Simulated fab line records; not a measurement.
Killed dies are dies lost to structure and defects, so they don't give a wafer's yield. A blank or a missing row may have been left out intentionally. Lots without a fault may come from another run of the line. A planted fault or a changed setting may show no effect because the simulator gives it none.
Matching of chambers    flow nand harc    rie diel-02 running NHARC_A_STAIRCASE_TRIM_20: 4 sister chambers
The step chemistry O2, time 211.2 s. 4 wafers are shown with their chamber, then 10 later ones without.

== WAFERS WITH THEIR CHAMBER ==
wafer   chamber  showerhead plenum p Torr (Torr)
L086.1  0        3.30
L086.3  3        3.59
L087.1  2        3.41
L087.2  1        3.73

== WAFERS WITHOUT THEIR CHAMBER ==
wafer   showerhead plenum p Torr (Torr)
L087.5  3.73
L089.1  3.41
L089.3  3.73
L089.4  3.58
L092.3  3.29
L092.4  3.40
L092.6  3.72
L097.2  3.29
L097.3  3.39
L097.6  3.29

== THE CHAMBER EACH PASSED THROUGH ==
wafer   from the rows above  in truth
L087.5  1                    1
L089.1  2                    2
L089.3  1                    1
L089.4  3                    3
L092.3  0                    0
L092.4  2                    2
L092.6  1                    1
L097.2  0                    0
L097.3  2                    2
L097.6  0                    0
Correctly placed: 10 of 10. Can't be placed from these rows: 0. Wrongly placed: 0.
How it was worked out, from the rows above alone: a wafer's distance from a chamber is the root of the sum, over the readings, of the square of ((its reading less the chamber's mean) divided by the reading's scatter). If the next closest chamber is less than 2 further off than the closest, the wafer can't be placed; otherwise it belongs to the closest. The mean given for a chamber averages the wafers shown for that chamber. The scatter: with one shown wafer a chamber, the root of the mean of the squares of how far each hidden wafer lies from its nearest shown one.
